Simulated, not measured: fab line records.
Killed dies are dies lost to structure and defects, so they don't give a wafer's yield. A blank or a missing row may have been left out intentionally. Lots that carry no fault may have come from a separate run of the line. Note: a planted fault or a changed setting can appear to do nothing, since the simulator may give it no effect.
Struck lot and sound lot, side by side    flow n5-finfet    36 steps out of a route of 1938
Sound: the wafers L498.2, L498.4, L498.6. Wafers L491.3, L491.5, L491.6 were the ones struck. At the end, the cause is stated.
Order at every step that has rows: each side's tool, ch and its chambers, its first start. Under that, the readings that differ: sound wafers    struck wafers    difference of the means    sigmas: that difference in standard deviations of wafers without a fault.
alike: a reading whose means differ by less than 2 such deviations, as well as words and numbers matching on both sides. not compared: withheld readings; readings where some wafer has no value; bounds like >300 that might hide an equal value; numbers whose values overlap and for which the record gives no deviation.
Wherever a step has rows on one side only, a row that says differs or no value, or a row with sigmas, the two part there. Numbers that have no deviation but don't overlap get no sigmas and don't part them. A reading missing from all wafers of one side parts the sides only when that side holds two or more wafers.

first, 9 steps without rows for these wafers: N5_ILD0_PRECLEAN_10 (cleans in NF3:NH3, afs cycles 5, time 20 s, sublimation time 60 s); N5_ILD0_ALD_15 (deposits SiNx, target thk 24 nm, pulse time 1 s, ald cycles 480); N5_ILD0_CMP_12 (polishes SiNx, stops on poly-Si, t overpolish 6 s, target thk 17.67 nm); N5_SDB_HM_DEP_00 (deposits SiNx from SiH4/NH3/N2, target thk 40 nm, time 35.3 s); N5_SDB_COAT_03 (time 60 s, resist thk 100 nm); N5_SDB_COAT_04 (time 60 s, resist thk 18 nm); N5_SDB_COAT_05 (resist thk 90 nm); N5_SDB_EBR_07; N5_SDB_SOFTBAKE_06 (time 60 s).
N5_SDB_EXPOSE_08: exposes mask SDB.
  sound on arfi-scanner-01 ch 0, day 8 03:52; struck on arfi-scanner-02 ch 0, day 6 09:59
reading               sound              struck             difference  sigmas
exposure-dose-mJ-cm2  49.65 49.63 49.69  46.84 46.85 46.82  -2.82       -59
  alike: mask
then, 2 steps without rows for these wafers: N5_SDB_PEB_09 (peb time 60 s); N5_SDB_DEVELOP_10 (develop time 30 s).
N5_SDB_CD_MEAS_11: the cd target is 50 nm.
  sound on cd-sem-01 ch 0, day 8 03:59; struck on cd-sem-03 ch 0, day 6 10:06
reading     sound           struck          difference  sigmas
cd-nm (nm)  49.6 49.6 48.7  42.7 41.0 43.1  -7.0        -5
then, 21 steps without rows for these wafers: N5_SDB_DESCUM_16 (chemistry O2, time 7.9 s); N5_SDB_ETCH_17 (etches SiARC in CF4, target depth 23.4 nm, time 39 s); N5_SDB_ETCH_18 (etches SOC in N2/H2, target depth 100 nm, overetch 20 nm, time 150 s); N5_SDB_STRIP_19 (strips in N2/H2); N5_SDB_STRIP_21 (strips in CF4); N5_SDB_HM_OPEN_20 (chemistry CH3F/O2, target SiNx, stops on poly-Si, target depth 24 nm); N5_SDB_STRIP_22 (strips in N2/H2); N5_SDB_PRECLEAN_23 (cleans in dHF, time 30 s); N5_SDB_DUMMY_REMOVE_24 (chemistry TMAH, target poly-Si, stops on SiO2, target depth 142 nm, time 57 s, rinse time 30 s); N5_SDB_ETCH_25 (etches SiO2 in C4F6/O2, target depth 10 nm, time 3.3 s); N5_SDB_CUT_ETCH_26 (etches Si in HBr/Cl2/O2, target depth 129.6 nm, bt time 20 s, time 51.8 s); N5_SDB_PRECLEAN_38 (cleans in dHF, time 10 s); N5_SDB_PRECLEAN_39 (cleans in O3/DIW, time 45 s); N5_SDB_SRD_28 (time 30 s); N5_SDB_ALD_29 (deposits SiNx, target thk 30 nm, pulse time 1 s, ald cycles 600); N5_SDB_CMP_30 (polishes, stops on poly-Si, t overpolish 1.54 s, target thk 30 nm); N5_DUMMY_REMOVAL_HM_STRIP_01 (strips SiNx in CH3F/O2, stops on poly-Si, target depth 4 nm, time 6.8 s); N5_DUMMY_REMOVAL_STRIP_10 (strips in N2/H2, time 40 s); N5_DUMMY_REMOVAL_PRECLEAN_07 (cleans in dHF, time 30 s); N5_DUMMY_REMOVAL_DUMMY_REMOVE_02 (chemistry TMAH, target poly-Si, stops on SiO2, target depth 142 nm, time 57 s, rinse time 30 s); N5_DUMMY_REMOVAL_PRECLEAN_08 (cleans in NF3:NH3, afs cycles 2, time 20 s, sublimation time 60 s).
-- record jumps: 5 days separate the struck wafers' starts on either side; left off in module DUMMY_REMOVAL, taken up again in module BEOL_M4, whose first shown step is the route's number 1111 --
N5_BEOL_M4_RC_MEAS_101:
  sound on prober-02 ch 0, day 12 12:47; struck on prober-02 ch 0, day 11 05:58
  alike: DIBL_N, DIBL_P, IOFF_N, IOFF_P, ION_N, ION_P, SS_N, SS_P, VT_N, VT_P
-- here the record skips 5 days between the struck wafers' starts before and after, leaving off in module BEOL_M4 and picking up in module PASSIVATION (first step shown: number 1936 of the route) --
N5_PASSIVATION_PROBE_49:
  sound: prober-01 at day 17 08:01; struck: prober-01 at day 16 11:40
reading                   sound           struck          difference  sigmas
defect-limited-yield (%)  92.6 91.4 89.2  66.2 64.8 81.4  -20.3       -14
killed-at-front-end       27 43 54        332 371 172     +250        +21
killed-dies               87 101 128      399 415 219     +239        +14
killed-on-rim             10 14 16        119 122 66      +89         +22
sort_bin_5_function (%)   4.7 4.2 6.3     30.2 32.3 15.8  +21.0       +22
sort-n-pass               1093 1079 1052  781 765 961     -239        -10
sort-yield-pct (%)        92.6 91.4 89.2  66.2 64.8 81.4  -20.3       -10
  alike: killed_at_M0_to_M3, killed_at_M4_up, killed-at-contacts, killed-at-other, killed-open, killed-short, sort_bin_4_leakage, sort_bin_6_memory, sort_bin_8_speed

## WHERE THEY PART
Last at N5_PASSIVATION_PROBE_49 as far as this record goes, first at N5_SDB_EXPOSE_08.

WHY: whatever the simulator had introduced
Drift in process parameters on arfi-scanner-02 at N5_SDB_EXPOSE_08, starting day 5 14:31. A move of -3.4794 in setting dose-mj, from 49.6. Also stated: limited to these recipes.
